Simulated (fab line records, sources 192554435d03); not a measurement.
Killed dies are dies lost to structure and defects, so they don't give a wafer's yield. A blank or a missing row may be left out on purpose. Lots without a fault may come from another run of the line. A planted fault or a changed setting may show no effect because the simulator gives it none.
Split-lot experiment | flow n5_finfet | 7 lots, 21 wafers read, on a route of 1938 steps

THE SPLIT
At N5_BEOL_M8_TRENCH_ETCH_37 (etches SiCOH lowk in C4F6/O2, target depth 93.478 nm, time 31.2 s), the setting bias_w was moved away from the recipe's 185 W on 5 of the 21 wafers read, by -7.7% to +11.2%. The other wafers ran this setting at the recipe's value.

The reading is taken at the split's own step.

THE READING
rf_vpp_V, in V, at N5_BEOL_M8_TRENCH_ETCH_37 (etches SiCOH lowk in C4F6/O2, target depth 93.478 nm, time 31.2 s). Fault-free wafers of this fab line usually give 668 V, standard deviation 5 V.

wafer  | tool, chamber at the split | bias_w as run, W | against the recipe | rf_vpp_V, V | against lot-mates on the recipe
L075.2 | rie_diel-05, 2             | 185              | recipe             | 675         | -
L075.3 | rie_diel-05, 3             | 185              | recipe             | 668         | -
L075.6 | rie_diel-05, 0             | 185              | recipe             | 660         | -
L077.1 | rie_diel-03, 2             | 185              | recipe             | 658         | -
L077.2 | rie_diel-03, 0             | 185              | recipe             | 666         | -
L077.3 | rie_diel-03, 3             | 185              | recipe             | 666         | -
L076.1 | rie_diel-03, 3             | 205.7            | +11.2%             | 725         | +62
L076.2 | rie_diel-03, 0             | 185              | recipe             | 667         | -
L076.3 | rie_diel-03, 2             | 185              | recipe             | 658         | -
L083.3 | rie_diel-06, 1             | 174.2            | -5.8%              | 638         | -27
L083.4 | rie_diel-06, 0             | 185              | recipe             | 665         | -
L083.5 | rie_diel-06, 3             | 174.2            | -5.8%              | 640         | -25
L085.2 | rie_diel-03, 2             | 170.8            | -7.7%              | 616         | -43
L085.4 | rie_diel-03, 2             | 185              | recipe             | 659         | -
L085.6 | rie_diel-03, 1             | 170.8            | -7.7%              | 632         | -27
L092.1 | rie_diel-06, 3             | 185              | recipe             | 671         | -
L092.3 | rie_diel-06, 1             | 185              | recipe             | 668         | -
L092.6 | rie_diel-06, 3             | 185              | recipe             | 671         | -
L096.3 | rie_diel-06, 3             | 185              | recipe             | 671         | -
L096.4 | rie_diel-06, 1             | 185              | recipe             | 668         | -
L096.5 | rie_diel-06, 0             | 185              | recipe             | 675         | -

THE FIT
A straight line over all 21 wafers: rf_vpp_V changes by +5.24 V for each +1% of bias_w; r = +0.96; the points scatter about the line by 5.7 V.
The same after taking each lot's own level away (the mean of its wafers on the recipe; 21 wafers): +5 V for each +1%; r = +0.97; scatter 4.7 V.
On that fit, the largest move of bias_w shifts the reading by 56 V.
The lots' own levels span 659.0 to 671.3 V, that is 2.5 times the standard deviation above.
So the lot-to-lot level changes the slope little: the two slopes agree.
Check: with one of the wafers moved furthest among these (+11.2%) left out of the fit, the line predicts +50.6 V for it against its lot-mates. It came out at +62.5 V against them.
Tool readings at the split's step, against how far the setting was moved: rf_vpp_V r = +0.96.

THE FILE'S OWN FIT
rf_vpp_V changes by +5.11 V for each +1% of bias_w, r = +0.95.
